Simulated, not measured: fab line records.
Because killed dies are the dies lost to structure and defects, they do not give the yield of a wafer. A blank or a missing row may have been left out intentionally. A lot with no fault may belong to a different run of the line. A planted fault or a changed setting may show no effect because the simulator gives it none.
Which tool did it? -- flow nand harc -- 11 lots with 33 wafers sampled at 5 steps, on a route of 1159 steps

== WHAT EACH GAUGE READ, for each wafer ==
NHARC_END_SORT_01. Usual: defect limited yield 95.6 %, standard deviation 1.3; killed at array 26, standard deviation 8.6; killed at other 0.7, standard deviation 0.97; killed at periphery 3.2, standard deviation 2.2; killed dies 30, standard deviation 8.9; killed open 3.1, standard deviation 1.8; killed short 2.2, standard deviation 1.8; sort_bin_2_pct 1.4 %, standard deviation 0.58; sort_bin_3_pct 0.24 %, standard deviation 0.18; sort_bin_4_pct 2.8 %, standard deviation 0.9; sort n pass 647, standard deviation 8.9; sort rim yield pct 95.5 %, standard deviation 2.5; sort yield pct 95.6 %, standard deviation 1.3.
lot,measured,on,defect limited yield (%),killed at array,killed at other,killed at periphery,killed dies,killed open,killed short,sort_bin_2_pct (%),sort_bin_3_pct (%),sort_bin_4_pct (%),sort n pass,sort rim yield pct (%),sort yield pct (%),flag
L629,day 22 08:11,prober-01,0 0 0,674 673 669,1 1 1,2 3 7,677 677 677,5 1 3,1 2 4,97.3 96.8 96.2,0 0.15 0.15,2.7 3.1 3.7,0 0 0,0 0 0,0 0 0,OFF
L633,day 23 07:05,prober-01,0 0 0,668 672 670,4 2 3,5 3 4,677 677 677,4 4 3,3 2 1,94.7 94.8 96.3,0.59 0.30 0.44,4.7 4.9 3.2,0 0 0,0 0 0,0 0 0,OFF

== EACH LOT AND THE TOOL THAT RAN IT (in order: tool; ch and the chambers of the sampled wafers; start) ==
lot,NHARC_A_M0_DESCUM_14,NHARC_A_M0_STRIP_18,NHARC_A_M1_DEP_00,NHARC_A_M1_DESCUM_14
L621,"rie diel-06 ch 0,2, day 17 22:35","rie diel-05 ch 2,3, day 17 23:01","pecvd-02 ch 0,1,2, day 18 01:45","rie diel-11 ch 0,2,3, day 18 02:47"
L624,"rie diel-06 ch 1,2, day 19 19:57","rie diel-05 ch 1,2, day 19 20:21","pecvd-02 ch 0,1, day 19 23:33","rie diel-11 ch 1,2, day 20 00:37"
L627,"rie diel-06 ch 0,1,2, day 19 20:23","rie diel-09 ch 0,1,2, day 19 20:46","pecvd-03 ch 1,2, day 19 23:51","rie diel-12 ch 1,2,3, day 20 00:52"
L629,"rie diel-09 ch 0,2,3, day 20 17:16","rie diel-06 ch 0,1,3, day 20 17:38","pecvd-02 ch 0,1,2, day 20 20:16","rie diel-10 ch 0,1,3, day 20 21:19"
L633,"rie diel-05 ch 0,1,2, day 21 10:44","rie diel-06 ch 2,3, day 21 11:06","pecvd-03 ch 0,1,2, day 21 13:52","rie diel-10 ch 0,2,3, day 21 14:46"
L630,"rie diel-09 ch 1,2,3, day 21 11:35","rie diel-09 ch 0,2,3, day 21 11:58","pecvd-03 ch 1,2, day 21 14:52","rie diel-11 ch 0,1, day 21 15:40"
L635,"rie diel-09 ch 0,3, day 22 18:10","rie diel-09 ch 0,1,2, day 22 18:35","pecvd-03 ch 0,2, day 22 23:19","rie diel-11 ch 1,2,3, day 23 00:22"
L638,"rie diel-05 ch 0,2,3, day 23 00:09","rie diel-05 ch 0,2,3, day 23 00:34","pecvd-03 ch 0,1,2, day 23 03:20","rie diel-11 ch 1,2,3, day 23 04:21"
L639,"rie diel-06 ch 0,1,2, day 23 00:25","rie diel-09 ch 0,2,3, day 23 00:49","pecvd-04 ch 0,2, day 23 03:29","rie diel-12 ch 0,2,3, day 23 04:32"
L637,"rie diel-06 ch 0,1,2, day 23 12:23","rie diel-09 ch 0,3, day 23 12:46","pecvd-03 ch 1,2, day 23 15:29","rie diel-12 ch 0,2,3, day 23 16:28"
L640,"rie diel-06 ch 0,1,2, day 23 13:09","rie diel-09 ch 0,2,3, day 23 13:31","pecvd-03 ch 0,1, day 23 16:14","rie diel-12 ch 0,2, day 23 17:05"
- NHARC_A_M0_DESCUM_14: chemistry O2, time 3 s.
- NHARC_A_M0_STRIP_18: strips in N2/H2.
- NHARC_A_M1_DEP_00: deposits SiOC, target thk 182.5 nm.
- NHARC_A_M1_DESCUM_14: chemistry O2, time 3 s.

== WHAT THE TOOLS THEMSELVES READ (means of the sampled wafers that have a number; where no wafer has one, the mark that the record gives instead) ==
NHARC_A_M0_DESCUM_14. Usual: drypump motor current A 5.7 A, standard deviation 0.32; mfc ar sccm 0.005 sccm, standard deviation 0.0053; oes product au 0.999 a.u., standard deviation 0.0073; rf vpp V 57.8 V, standard deviation 0.8; showerhead plenum p Torr 1.94 Torr, standard deviation 0.079; throttle valve pct 11.312 %, standard deviation 0.0092.
lot,tool,drypump motor current A (A),mfc ar sccm (sccm),oes product au (a.u.),rf vpp V (V),showerhead plenum p Torr (Torr),throttle valve pct (%),flag
L621,rie diel-06,5.7,0.002,0.992,57.8,1.99,11.315,
L624,rie diel-06,5.7,0.004,1.004,57.4,1.94,11.309,
L627,rie diel-06,5.6,0.004,0.992,58.1,1.97,11.316,
L629,rie diel-09,5.9,0.003,1.002,58.0,1.91,11.316,
L633,rie diel-05,5.7,0.002,0.989,57.1,1.90,11.322,
L630,rie diel-09,5.8,0.003,1.004,58.4,1.95,11.316,
L635,rie diel-09,6.1,0.003,1.008,57.8,1.93,11.310,
L638,rie diel-05,5.7,0.008,1.005,58.6,1.94,11.313,
L639,rie diel-06,5.6,0.004,0.998,58.3,1.97,11.314,
L637,rie diel-06,5.6,0.004,0.989,57.6,1.97,11.316,
L640,rie diel-06,5.6,0.004,1.001,58.7,1.97,11.311,

NHARC_A_M0_STRIP_18. Usual: drypump motor current A 5.8 A, standard deviation 0.32; mfc ar sccm 0.005 sccm, standard deviation 0.006; oes product au 0.999 a.u., standard deviation 0.0078; rf vpp V 90.7 V, standard deviation 0.9; showerhead plenum p Torr 2.06 Torr, standard deviation 0.089; throttle valve pct 14.172 %, standard deviation 0.0098.
lot,tool,drypump motor current A (A),mfc ar sccm (sccm),oes product au (a.u.),rf vpp V (V),showerhead plenum p Torr (Torr),throttle valve pct (%),flag
L621,rie diel-05,5.9,0.014,0.999,90.6,2.03,14.177,
L624,rie diel-05,5.8,0.005,1.002,90.1,1.94,14.170,
L627,rie diel-09,6.2,0.000,0.997,90.2,2.08,14.173,
L629,rie diel-06,5.5,0.008,0.993,90.5,2.06,14.171,
L633,rie diel-06,5.7,0.009,0.997,90.7,2.00,14.176,
L630,rie diel-09,5.9,0.003,1.010,91.3,2.04,14.170,
L635,rie diel-09,6.2,0.000,1.003,89.7,2.08,14.174,
L638,rie diel-05,5.8,0.008,1.011,91.4,2.07,14.167,
L639,rie diel-09,5.9,0.003,0.993,90.8,2.04,14.177,
L637,rie diel-09,5.8,0.005,1.002,90.6,2.06,14.165,
L640,rie diel-09,5.9,0.003,0.996,90.4,2.04,14.169,

NHARC_A_M1_DEP_00. Usual: chamber pressure Torr 5.000 Torr, standard deviation 0.0096; rf fwd power W 598.7 W, standard deviation 1.7.
lot,tool,chamber pressure Torr (Torr),rf fwd power W (W),flag
L621,pecvd-02,4.996,597.1,
L624,pecvd-02,5.011,598.0,
L627,pecvd-03,4.998,598.6,
L629,pecvd-02,-,-,OFF
L633,pecvd-03,-,-,OFF
L630,pecvd-03,4.992,601.2,
L635,pecvd-03,5.005,600.0,
L638,pecvd-03,4.991,598.2,
L639,pecvd-04,5.000,597.9,
L637,pecvd-03,5.002,598.6,
L640,pecvd-03,5.000,600.5,

NHARC_A_M1_DESCUM_14. Usual: drypump motor current A 5.6 A, standard deviation 0.45; mfc ar sccm 0.014 sccm, standard deviation 0.016; oes product au 1.000 a.u., standard deviation 0.0073; rf vpp V 57.6 V, standard deviation 0.92; showerhead plenum p Torr 1.89 Torr, standard deviation 0.081; throttle valve pct 11.312 %, standard deviation 0.0087.
lot,tool,drypump motor current A (A),mfc ar sccm (sccm),oes product au (a.u.),rf vpp V (V),showerhead plenum p Torr (Torr),throttle valve pct (%),flag
L621,rie diel-11,5.5,0.013,0.996,58.9,1.91,11.314,
L624,rie diel-11,5.6,0.013,0.998,57.5,1.83,11.310,
L627,rie diel-12,5.7,0.031,0.993,57.2,1.85,11.308,
L629,rie diel-10,6.0,0.000,1.009,57.5,1.85,11.308,
L633,rie diel-10,5.4,0.005,0.997,58.5,1.86,11.312,
L630,rie diel-11,5.9,0.000,0.999,58.1,1.94,11.303,
L635,rie diel-11,5.4,0.013,1.011,57.8,1.87,11.314,
L638,rie diel-11,5.4,0.013,1.002,58.6,1.87,11.314,
L639,rie diel-12,5.9,0.027,1.001,58.2,1.90,11.313,
L637,rie diel-12,5.9,0.027,1.003,58.0,1.90,11.305,
L640,rie diel-12,5.9,0.028,0.996,57.6,1.91,11.319,

== THE ANSWER, worked out from the rows above alone ==
Rule: a lot is off if the mean of its wafers that have a number lies more than 3 standard deviations from the usual mean. A lot without any number at a reading at which 4 lots or more have one is off too. The other lots that the step has rows for count as sound. The gauges are gone through in route order, then the tools' own readings, and for those a lot's mean is taken as printed above. The first step at which some lot is off is used, and at that step the reading that is off furthest; a lot without a number counts as furthest.
Off at NHARC_END_SORT_01 (sort_bin_2_pct): L629, L633. Neither off nor sound, because the step has no rows for them: L621, L624, L627, L630, L635, L638, L639, L637, L640.
If a tool, at a process step before that reading, ran all the lots that are off and no sound lot after the first of them, it fits. The gauges at NHARC_END_SORT_01 aren't tried: what is off there is off at NHARC_A_M1_DEP_00 too, on other tools, and a gauge's error can't cause that. 2 tools fit, rie diel-06 at NHARC_A_M0_STRIP_18 and rie diel-10 at NHARC_A_M1_DESCUM_14, so this cannot tell which one it is.

== WHAT WAS PUT IN BY THE SIMULATOR ==
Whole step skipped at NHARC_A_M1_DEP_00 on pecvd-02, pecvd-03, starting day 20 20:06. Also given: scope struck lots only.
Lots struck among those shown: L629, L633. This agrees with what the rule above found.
